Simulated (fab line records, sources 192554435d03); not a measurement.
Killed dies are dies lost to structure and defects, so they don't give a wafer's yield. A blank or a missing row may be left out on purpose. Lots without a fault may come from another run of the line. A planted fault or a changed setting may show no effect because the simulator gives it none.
Which tool did it? | flow n5_finfet | 9 lots, 27 wafers sampled, at 3 steps of a route of 1938

WHAT THE GAUGES READ, wafer by wafer
N5_BEOL_M0_SAQP_CD_MEAS_25: target cd 13.1 nm.
lot  | measured     | on        | cd_nm (nm)
L076 | day 6 09:55  | cd_sem-02 | 12.81 12.91 12.77
L078 | day 6 19:53  | cd_sem-02 | 13.00 12.78 12.86
L080 | day 7 04:58  | cd_sem-02 | 12.77 12.79 12.54
L082 | day 7 16:56  | cd_sem-03 | 12.96 12.49 12.51
L084 | day 8 10:01  | cd_sem-02 | 12.83 12.97 12.56
L087 | day 9 04:07  | cd_sem-03 | 12.61 13.21 12.36
L089 | day 9 09:27  | cd_sem-02 | 12.59 13.13 12.62
L092 | day 10 08:21 | cd_sem-03 | 12.74 13.07 12.69
L094 | day 10 15:25 | cd_sem-02 | 12.90 12.92 12.21

WHICH TOOL RAN EACH LOT (tool, then ch and the chambers of the sampled wafers, then the start)
lot  | N5_BEOL_M0_SAQP_ETCH_83            | N5_BEOL_M0_SAQP_MANDREL_ETCH_20
L076 | rie_diel-02 ch 0,2,3, day 6 07:20  | rie_si-02 ch 0,1,2, day 6 07:35
L078 | rie_diel-05 ch 0,1,3, day 6 18:16  | rie_si-02 ch 0,3, day 6 18:31
L080 | rie_diel-04 ch 1,2,3, day 7 03:26  | rie_si-02 ch 0,1,2, day 7 03:41
L082 | rie_diel-02 ch 0,1,2, day 7 15:18  | rie_si-05 ch 0,1,2, day 7 15:32
L084 | rie_diel-05 ch 1,3, day 8 08:29    | rie_si-04 ch 0,1, day 8 08:44
L087 | rie_diel-02 ch 0,1,2, day 9 02:35  | rie_si-04 ch 1,3, day 9 02:50
L089 | rie_diel-04 ch 1,2,3, day 9 07:55  | rie_si-05 ch 0,1,3, day 9 08:10
L092 | rie_diel-02 ch 1,2,3, day 10 06:37 | rie_si-02 ch 1,3, day 10 06:51
L094 | rie_diel-05 ch 0,2,3, day 10 13:35 | rie_si-02 ch 0,1,3, day 10 13:50
- N5_BEOL_M0_SAQP_ETCH_83: etches SiARC in CF4, target depth 39 nm, time 65 s.
- N5_BEOL_M0_SAQP_MANDREL_ETCH_20: etches a-Si in HBr/Cl2, stops on SiNx, target depth 60 nm, bt time 10 s, time 30 s.

THE ANSWER, worked out from the rows above alone
Rule: what is usual is taken from the lots themselves. Put in order of their means at a reading, lots are off if they are a third of the lots or fewer, leave a main group of 4 or more, and stand apart from it by a gap of 3 or more times the standard deviation of the main group's means; of several such gaps the widest counts. A main group whose means are all the same, to the digits that the tables above print for the reading, isn't used. A lot without any number at a reading at which 4 lots or more have one is off too. The other lots that the step has rows for count as sound.
No lot is off at any reading shown: from this, nothing can be told.

WHAT THE SIMULATOR HAD PUT IN
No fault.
